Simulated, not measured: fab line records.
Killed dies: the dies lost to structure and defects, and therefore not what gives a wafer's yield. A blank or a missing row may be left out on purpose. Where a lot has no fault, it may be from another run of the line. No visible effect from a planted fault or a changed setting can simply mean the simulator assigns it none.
The same fault as seen by 2 desks || flow nand harc || every desk sees just its own numbers, and what lay behind them comes last

== THE DEFECT DESK ==
What the inspections along the route counted, lot by lot: means of the sampled wafers that have a number. Marked OUT: a lot whose mean sits more than 4 standard deviations from the usual mean, which makes it out of limits; the brackets give that distance.
Columns: A = raw defect count at NHARC_A_CHANNEL_HOLE_D1_INSPECT_40, usual 58
{"lot": "L213", "first seen here": "day 8 18:22", "A": 52}
{"lot": "L214", "first seen here": "day 9 01:26", "A": 75}
{"lot": "L216", "first seen here": "day 9 09:15", "A": 85}
{"lot": "L219", "first seen here": "day 9 22:47", "A": "135 (+4.8) OUT"}
{"lot": "L227", "first seen here": "day 11 15:48", "A": 72}
{"lot": "L229", "first seen here": "day 12 15:01", "A": 70}
{"lot": "L230", "first seen here": "day 12 15:04", "A": 47}
{"lot": "L231", "first seen here": "day 13 04:46", "A": 76}
{"lot": "L232", "first seen here": "day 13 04:57", "A": 54}
{"lot": "L234", "first seen here": "day 14 09:52", "A": 51}
{"lot": "L235", "first seen here": "day 14 15:46", "A": 57}
This desk's verdict: out of limits on L219, starting with L219 at day 9 22:47 (raw defect count at NHARC_A_CHANNEL_HOLE_D1_INSPECT_40). Within limits: L213, L214, L216, L227, L229, L230, L231, L232, L234, L235.

== AT THE TOOL OWNER'S DESK: wet bench-09 ==
The tool's own readings at NHARC_A_CHANNEL_HOLE_D1_PRECLEAN_28 (cleans in SC1): means of the sampled wafers that have a number, for each lot that ran on this tool. Marked OUT: a lot whose mean sits more than 4 standard deviations from the usual mean, which makes it out of limits; the brackets give that distance.
Columns: A = nh4oh flow mL min at NHARC_A_CHANNEL_HOLE_D1_PRECLEAN_28, usual 28.29; B = sc1 h2o2 end mol l at NHARC_A_CHANNEL_HOLE_D1_PRECLEAN_28, usual 0.3699
{"lot": "L219", "first seen here": "day 9 22:28", "A": 28.24, "B": 0.3706}
{"lot": "L235", "first seen here": "day 14 15:26", "A": 28.31, "B": 0.3702}
This desk's finding: nothing out of limits on any of the 2 lots.

== PUT TOGETHER ==
The defect desk could have raised an alarm at day 9 22:47, on L219.
The tool owner's desk saw nothing out of limits.
On record at the tool owner's desk: L219, within its limits.
On wet bench-09, each named lot ran NHARC_A_CHANNEL_HOLE_D1_PRECLEAN_28.

== WHAT THE SIMULATOR HAD PUT IN ==
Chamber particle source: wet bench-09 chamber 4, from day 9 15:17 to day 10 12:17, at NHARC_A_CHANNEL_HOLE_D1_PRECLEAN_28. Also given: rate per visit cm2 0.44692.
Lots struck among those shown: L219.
Hours from the fault's start to each desk's first reading out of limits: the defect desk, 8.
